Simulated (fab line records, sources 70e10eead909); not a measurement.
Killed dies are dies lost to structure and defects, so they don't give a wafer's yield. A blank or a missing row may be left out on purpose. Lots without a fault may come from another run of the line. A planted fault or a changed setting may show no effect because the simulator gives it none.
Which tool did it? | flow nand_harc | 11 lots, 33 wafers sampled, at 6 steps of a route of 1302

WHAT THE GAUGES READ, wafer by wafer
NHARC_A_ONON_D1_THK_MEAS_14: measures by ellipsometry.
lot  | measured     | on            | thk_nm (nm)
L623 | day 8 05:06  | film_metro-02 | 988 988 987
L624 | day 8 14:36  | film_metro-01 | 995 994 994
L625 | day 8 23:53  | film_metro-02 | 1005 1005 1005
L626 | day 9 17:19  | film_metro-01 | 992 993 992
L629 | day 10 16:32 | film_metro-02 | 1019 1020 1019
L630 | day 11 09:10 | film_metro-01 | 1001 1000 1002
L631 | day 11 16:53 | film_metro-02 | 1003 1003 1004
L634 | day 12 20:23 | film_metro-02 | 1010 1011 1007
L637 | day 13 21:05 | film_metro-02 | 1012 1013 1012
L641 | day 15 12:49 | film_metro-02 | 1026 1023 1022
L645 | day 17 07:01 | film_metro-02 | 991 991 993

NHARC_A_CHANNEL_HOLE_D1_INSPECT_40.
lot  | measured     | on                | raw_defect_count
L623 | day 9 03:29  | defect_inspect-02 | 30 38 37
L624 | day 9 12:26  | defect_inspect-01 | 94 109 110
L625 | day 9 20:20  | defect_inspect-02 | 51 40 43
L626 | day 10 13:52 | defect_inspect-02 | 39 44 43
L629 | day 11 12:59 | defect_inspect-02 | 98 96 93
L630 | day 12 09:43 | defect_inspect-01 | 106 78 73
L631 | day 12 15:57 | defect_inspect-01 | 97 104 99
L634 | day 13 17:37 | defect_inspect-01 | 99 130 100
L637 | day 14 22:48 | defect_inspect-01 | 900 852 839
L641 | day 16 11:08 | defect_inspect-01 | 818 814 870
L645 | day 18 08:50 | defect_inspect-01 | 74 58 65

NHARC_END_SORT_01.
lot  | measured     | on        | killed_at_array | killed_at_other | killed_at_periphery | killed_dies | killed_open | killed_short
L637 | day 31 12:18 | prober-02 | 107 105 102     | 2 1 0           | 0 0 0               | 109 106 102 | 1 2 2       | 1 3 4
L641 | day 32 07:05 | prober-01 | 155 146 161     | 0 1 1           | 10 9 7              | 165 156 169 | 0 1 2       | 1 5 4

WHICH TOOL RAN EACH LOT (tool, then ch and the chambers of the sampled wafers, then the start)
lot  | NHARC_A_ZERO_WELL_DESCUM_12        | NHARC_A_CHANNEL_HOLE_D1_ETCH_21  | NHARC_A_CHANNEL_HOLE_D1_ETCH_26
L623 | rie_diel-06 ch 0,3, day 7 05:05    | har_etch-01 ch 0, day 8 22:05    | har_etch-01 ch 0, day 9 01:24
L624 | rie_diel-08 ch 0,1, day 7 10:01    | har_etch-02 ch 0,1, day 9 07:17  | har_etch-02 ch 0,1, day 9 10:34
L625 | rie_diel-06 ch 1,3, day 7 23:32    | har_etch-01 ch 0,1, day 9 15:04  | har_etch-01 ch 0,1, day 9 18:25
L626 | rie_diel-06 ch 1,2,3, day 8 15:05  | har_etch-01 ch 0,1, day 10 08:34 | har_etch-01 ch 0,1, day 10 11:56
L629 | rie_diel-08 ch 0,1,2, day 9 15:20  | har_etch-02 ch 0,1, day 11 07:41 | har_etch-02 ch 0,1, day 11 11:03
L630 | rie_diel-01 ch 0,2,3, day 10 08:37 | har_etch-02 ch 0,1, day 12 04:26 | har_etch-02 ch 0,1, day 12 07:47
L631 | rie_diel-06 ch 1,2, day 10 15:50   | har_etch-02 ch 0, day 12 10:44   | har_etch-02 ch 0, day 12 14:04
L634 | rie_diel-08 ch 1,3, day 11 21:55   | har_etch-02 ch 0,1, day 13 12:19 | har_etch-02 ch 0,1, day 13 15:41
L637 | rie_diel-06 ch 0,1,2, day 12 20:11 | har_etch-02 ch 0,1, day 14 17:32 | har_etch-02 ch 0,1, day 14 20:52
L641 | rie_diel-01 ch 2,3, day 14 12:24   | har_etch-02 ch 0,1, day 16 05:50 | har_etch-02 ch 0,1, day 16 09:13
L645 | rie_diel-06 ch 0,2,3, day 16 05:41 | har_etch-01 ch 0,1, day 18 03:33 | har_etch-01 ch 0,1, day 18 06:55
- NHARC_A_ZERO_WELL_DESCUM_12: chemistry O2, time 3 s.
- NHARC_A_CHANNEL_HOLE_D1_ETCH_21: etches the open film in C4F8/O2/Ar, time 514.3 s, target depth 1600 nm.
- NHARC_A_CHANNEL_HOLE_D1_ETCH_26: etches the open film in C4F8/O2/Ar, time 224.1 s, target depth 300 nm.

WHAT THE TOOLS THEMSELVES READ (means of the sampled wafers that have a number; where no wafer has one, the mark that the record gives instead)
NHARC_A_ZERO_WELL_DESCUM_12.
lot  | tool        | drypump_motor_current_A (A) | oes_product_au (a.u.) | rf_vpp_V (V) | showerhead_plenum_p_Torr (Torr) | throttle_valve_pct (%)
L623 | rie_diel-06 | 6.2                         | 1.003                 | 57.0         | 1.82                            | 11.319
L624 | rie_diel-08 | 6.3                         | 1.001                 | 57.2         | 1.89                            | 11.314
L625 | rie_diel-06 | 5.6                         | 0.996                 | 56.9         | 1.81                            | 11.305
L626 | rie_diel-06 | 5.8                         | 1.006                 | 56.7         | 1.83                            | 11.321
L629 | rie_diel-08 | 6.0                         | 1.006                 | 58.9         | 1.88                            | 11.307
L630 | rie_diel-01 | 5.8                         | 0.992                 | 56.5         | 1.90                            | 11.321
L631 | rie_diel-06 | 5.7                         | 1.009                 | 57.4         | 1.84                            | 11.306
L634 | rie_diel-08 | 6.6                         | 1.005                 | 57.5         | 1.90                            | 11.301
L637 | rie_diel-06 | 5.8                         | 0.995                 | 57.5         | 1.82                            | 11.310
L641 | rie_diel-01 | 5.8                         | 1.003                 | 57.0         | 1.85                            | 11.308
L645 | rie_diel-06 | 6.0                         | 1.006                 | 58.3         | 1.84                            | 11.314

NHARC_A_CHANNEL_HOLE_D1_ETCH_21.
lot  | tool        | drypump_motor_current_A (A) | he_backside_leak_sccm (sccm) | showerhead_plenum_p_Torr (Torr) | throttle_valve_pct (%)
L623 | har_etch-01 | 6.3                         | 5.8                          | 3.74                            | 32.153
L624 | har_etch-02 | 6.4                         | 6.7                          | 3.53                            | 32.144
L625 | har_etch-01 | 5.8                         | 5.8                          | 3.72                            | 32.156
L626 | har_etch-01 | 5.8                         | 5.6                          | 3.72                            | 32.149
L629 | har_etch-02 | 6.4                         | 6.8                          | 3.52                            | 32.150
L630 | har_etch-02 | 6.4                         | 7.0                          | 3.51                            | 32.154
L631 | har_etch-02 | 6.4                         | 6.6                          | 3.66                            | 32.154
L634 | har_etch-02 | 6.4                         | 7.1                          | 3.50                            | 32.156
L637 | har_etch-02 | 6.4                         | 7.3                          | 3.49                            | 32.144
L641 | har_etch-02 | 6.4                         | 7.4                          | 3.49                            | 32.155
L645 | har_etch-01 | 5.3                         | 6.2                          | 3.65                            | 32.161

NHARC_A_CHANNEL_HOLE_D1_ETCH_26.
lot  | tool        | drypump_motor_current_A (A) | he_backside_leak_sccm (sccm) | showerhead_plenum_p_Torr (Torr) | throttle_valve_pct (%)
L623 | har_etch-01 | 6.3                         | 5.6                          | 3.78                            | 24.582
L624 | har_etch-02 | 6.4                         | 6.8                          | 3.57                            | 24.578
L625 | har_etch-01 | 5.8                         | 5.7                          | 3.77                            | 24.586
L626 | har_etch-01 | 5.8                         | 5.9                          | 3.76                            | 24.589
L629 | har_etch-02 | 6.4                         | 6.7                          | 3.56                            | 24.579
L630 | har_etch-02 | 6.4                         | 7.1                          | 3.55                            | 24.588
L631 | har_etch-02 | 6.4                         | 6.9                          | 3.70                            | 24.585
L634 | har_etch-02 | 6.4                         | 7.2                          | 3.54                            | 24.586
L637 | har_etch-02 | 6.3                         | 7.2                          | 3.53                            | 24.583
L641 | har_etch-02 | 6.4                         | 7.2                          | 3.52                            | 24.575
L645 | har_etch-01 | 5.3                         | 5.9                          | 3.69                            | 24.586

THE ANSWER, worked out from the rows above alone
Rule: what is usual is taken from the lots themselves. Put in order of their means at a reading, lots are off if they are a third of the lots or fewer, leave a main group of 4 or more, and stand apart from it by a gap of 3 or more times the standard deviation of the main group's means; of several such gaps the widest counts. A main group whose means are all the same, to the digits that the tables above print for the reading, isn't used. A lot without any number at a reading at which 4 lots or more have one is off too. The other lots that the step has rows for count as sound. The gauges are gone through in route order, then the tools' own readings, and for those a lot's mean is taken as printed above. The first step at which some lot is off is used, and at that step the reading that is off furthest; a lot without a number counts as furthest.
Off: L637, L641, at NHARC_A_CHANNEL_HOLE_D1_INSPECT_40 (raw_defect_count). The main group: mean 76, standard deviation 28.
A tool fits if, at a process step before that reading, it ran every lot that is off, and no sound lot after the first of them. The gauges at NHARC_A_CHANNEL_HOLE_D1_INSPECT_40 are tried like those tools. One fits: har_etch-02 at NHARC_A_CHANNEL_HOLE_D1_ETCH_21 and NHARC_A_CHANNEL_HOLE_D1_ETCH_26. At NHARC_A_CHANNEL_HOLE_D1_ETCH_21 its last sound lot is L634 (day 13 12:19), its first lot that is off L637 (day 14 17:32): a fault that began between those two fits.

WHAT THE SIMULATOR HAD PUT IN
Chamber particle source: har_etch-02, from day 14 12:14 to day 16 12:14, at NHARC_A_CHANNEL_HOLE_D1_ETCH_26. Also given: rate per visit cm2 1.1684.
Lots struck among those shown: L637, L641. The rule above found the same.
